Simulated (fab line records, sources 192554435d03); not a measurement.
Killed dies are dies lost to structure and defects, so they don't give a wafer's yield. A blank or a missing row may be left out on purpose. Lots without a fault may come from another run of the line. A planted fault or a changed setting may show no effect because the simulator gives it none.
A struck lot beside a sound one | flow n5_finfet | 37 steps out of a route of 1938
Sound: wafers L687.3, L687.4, L687.6. Struck: wafers L684.1, L684.3, L684.4. The cause comes at the end.
At each step with rows: each side's tool, then ch and its chambers, then its first start. Under that, the readings that differ: sound wafers | struck wafers | difference of the means | sigmas: that difference in standard deviations of wafers without a fault.
alike: readings whose means differ by less than 2 such deviations, and words and numbers that are the same on both sides. not compared: withheld readings, readings that some wafer has no value for, bounds like >300 that may hide the same value, and numbers for which the record gives no deviation and whose values overlap.
The two part at a step that has a row with sigmas, a row that says differs or no value, or rows on one side only. Numbers that don't overlap but have no deviation are shown without sigmas and don't part them. A reading that every wafer of one side lacks parts them only if that side has two wafers or more.

first, 9 steps without rows for these wafers: N5_BEOL_M4_ANNEAL_95 (time 240 s); N5_BEOL_M4_SPUTTER_96 (material Cu, target thk 4.5 nm, time 8.29 s); N5_BEOL_M4_ECD_50 (material Cu, target thk 300 nm); N5_BEOL_M4_ANNEAL_51 (time 90 s); N5_BEOL_M4_CMP_52 (polishes, stops on SiOC, t overpolish 6.8 s, target thk 40 nm); N5_BEOL_M4_PRE_CLEAN_60 (time 15 s); N5_BEOL_M4_CO_CAP_55 (material Co, precursor CCTBA/H2, target thk 2 nm, time 102.1 s); N5_BEOL_M4_PRE_CLEAN_56 (time 15 s); N5_BEOL_M4_DEP_57 (deposits SiCN from 3MS/NH3, target thk 8 nm, time 14 s).
N5_BEOL_M4_RC_MEAS_101:
  sound on prober-02 ch 0, day 14 08:37; struck on prober-02 ch 0, day 12 20:13
  alike: DIBL_N, DIBL_P, IOFF_N, IOFF_P, ION_N, ION_P, SS_N, SS_P, VT_N, VT_P
then, 24 steps without rows for these wafers: N5_BEOL_M5_ILD_DEP_00 (deposits SiCOH lowk from DEMS/porogen, target thk 140.64 nm, time 25.9 s); N5_BEOL_M5_CURE_79 (cures SiCOH lowk, time 240 s); N5_BEOL_M5_PECVD_70 (deposits SiO2 from TEOS/O2, target thk 16 nm, time 18 s); N5_BEOL_M5_HM_DEP_02 (deposits TiN, target thk 20 nm); N5_BEOL_M5_COAT_59 (time 60 s, resist thk 60 nm); N5_BEOL_M5_COAT_60 (time 60 s, resist thk 12 nm); N5_BEOL_M5_COAT_71 (time 60 s, resist thk 5 nm); N5_BEOL_M5_COAT_05 (resist thk 30 nm); N5_BEOL_M5_EBR_07; N5_BEOL_M5_SOFTBAKE_06 (time 60 s); N5_BEOL_M5_EXPOSE_08 (exposes mask M5, target cd 28 nm); N5_BEOL_M5_PEB_09 (peb time 60 s); N5_BEOL_M5_DEVELOP_10 (develop time 30 s); N5_BEOL_M5_DESCUM_16 (chemistry O2, time 7 s); N5_BEOL_M5_ETCH_72 (etches underlayer in N2/H2, target depth 6.5 nm, time 5.2 s); N5_BEOL_M5_ETCH_61 (etches SiARC in CF4, target depth 15.6 nm, time 26 s); N5_BEOL_M5_ETCH_62 (etches SOC in N2/H2, target depth 75 nm, overetch 15 nm, time 112.5 s); N5_BEOL_M5_STRIP_63 (strips in N2/H2); N5_BEOL_M5_STRIP_73 (strips in N2/H2); N5_BEOL_M5_STRIP_64 (strips in CF4); N5_BEOL_M5_HM_OPEN_17 (chemistry Cl2/BCl3, target TiN, target depth 20 nm, overetch 6 nm); N5_BEOL_M5_STRIP_19 (strips in O2); N5_BEOL_M5_COAT_65 (time 60 s, resist thk 60 nm); N5_BEOL_M5_COAT_66 (time 60 s, resist thk 12 nm).
N5_BEOL_M9_SPUTTER_48: material Cu, target thk 12 nm, time 2 s.
  sound on pvd_sputter-02, day 16 05:27; struck on pvd_sputter-01, day 14 15:30
  no value came back on the struck wafers for bias_v (V), cathode_dc_power_W (W), chamber_pressure_pa (Pa), throttle_valve_pct (%); on the sound wafers bias_v (V) reads 59.7 60.9 59.6
N5_BEOL_M9_CMP_52: polishes, stops on SiCOH lowk, t overpolish 7 s, target thk 140 nm.
  sound on cmp-03 ch 0,3, day 16 06:01; struck on cmp-03 ch 0,1,2, day 14 16:23
  reading                | sound    | struck | difference | sigmas
  time_to_endpoint_s (s) | 61 60 58 | 0 2 0  | -59        | -17
  alike: motor_current_A
-- the record jumps here: 2 days lie between the struck wafers' starts before and after (it left off in module BEOL_M9 and takes up again in module PASSIVATION, whose first step shown is number 1936 of the route) --
N5_PASSIVATION_PROBE_49:
  the record has rows for the struck wafers here (prober-01, day 17 02:40) and none for the sound ones

WHERE THEY PART
First at N5_BEOL_M9_SPUTTER_48; last, within this record, at N5_PASSIVATION_PROBE_49.

WHY: what the simulator had put in
Skipped step whole: pvd_sputter-01, from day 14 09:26 on, at N5_BEOL_M9_SPUTTER_48. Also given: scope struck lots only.
